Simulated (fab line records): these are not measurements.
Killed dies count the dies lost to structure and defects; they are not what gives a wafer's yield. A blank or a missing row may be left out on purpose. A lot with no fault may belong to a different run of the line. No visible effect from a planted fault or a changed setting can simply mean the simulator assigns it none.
A lot that was struck, set against a sound lot	flow nand_harc	13 out of 1159 route steps
Sound: the wafers L383.1, L383.3, L383.6. Struck: wafers L389.4, L389.5 (left out: L389.1, a lot-mate that was not struck); the cause follows at the end.
Order at every step that has rows: each side's tool, ch and its chambers, its first start. Under that, the readings that differ: sound wafers	struck wafers	difference of the means	sigmas: that difference in standard deviations of wafers without a fault.
alike: same words and numbers on both sides, and readings whose means sit less than 2 such deviations apart. not compared: any withheld reading, any reading some wafer has no value for, any bound like >300 that may hide the same value, and any number with overlapping values for which the record gives no deviation.
A row with sigmas, a row that says differs or no value, or rows on one side alone: a step with any of these is where the two part. Numbers that don't overlap but have no deviation are shown without sigmas and don't part them. A reading that every wafer of one side lacks parts them only if that side has two wafers or more.

first, 10 steps without rows for these wafers: NHARC_A_STAIRCASE_SRD_174; NHARC_A_STAIRCASE_DEHYDRATE_01 (time 120 s); NHARC_A_STAIRCASE_HMDS_02 (time 30 s); NHARC_A_STAIRCASE_COAT_03; NHARC_A_STAIRCASE_SOFTBAKE_04 (time 170 s); NHARC_A_STAIRCASE_EBR_05; NHARC_A_STAIRCASE_EXPOSE_06 (exposes mask STAIR); NHARC_A_STAIRCASE_PEB_07 (peb time 130 s); NHARC_A_STAIRCASE_DEVELOP_08 (time 140 s); NHARC_A_STAIRCASE_HARDBAKE_10 (time 140 s).
NHARC_A_STAIRCASE_DESCUM_11: chemistry O2, time 3 s.
  sound on rie_diel-03 ch 0,1,3, day 11 00:13; struck on rie_diel-12 ch 2, day 13 00:13
reading	sound	struck	difference	sigmas
showerhead_plenum_p_Torr (Torr)	1.84 1.79 1.88	1.99 1.99	+0.15	+2
  alike: chamber_pressure_mTorr, drypump_motor_current_A, oes_product_au, rf_vpp_V, throttle_valve_pct
  not compared: rf_hours_counter_h
NHARC_A_STAIRCASE_TRIM_12: chemistry O2, time 211.2 s.
  sound on rie_diel-03 ch 1,2,3, day 11 00:25; struck on rie_diel-12 ch 0,2, day 13 00:27
reading	sound	struck	difference	sigmas
run_length_s (s)	233.2 232.8 231.9	154.5 154.4	-78.2	-99 or more
  alike: chamber_pressure_mTorr, drypump_motor_current_A, oes_product_au, rf_vpp_V, showerhead_plenum_p_Torr, throttle_valve_pct
  not compared: rf_hours_counter_h
NHARC_A_STAIRCASE_ETCH_13: etches the open film in C4F8/O2, target depth 100 nm, time 40.5 s.
  sound: rie_diel-03 ch 0,1,2; struck: rie_diel-12 ch 1,2
  alike: chamber_pressure_mTorr, oes_product_au, rf_vpp_V
  not compared: rf_hours_counter_h

## WHERE THEY PART
Last at NHARC_A_STAIRCASE_TRIM_12 as far as this record goes, first at NHARC_A_STAIRCASE_DESCUM_11. Later steps at which nothing parts them and some readings are alike: NHARC_A_STAIRCASE_ETCH_13.

WHY: the cause the simulator had injected
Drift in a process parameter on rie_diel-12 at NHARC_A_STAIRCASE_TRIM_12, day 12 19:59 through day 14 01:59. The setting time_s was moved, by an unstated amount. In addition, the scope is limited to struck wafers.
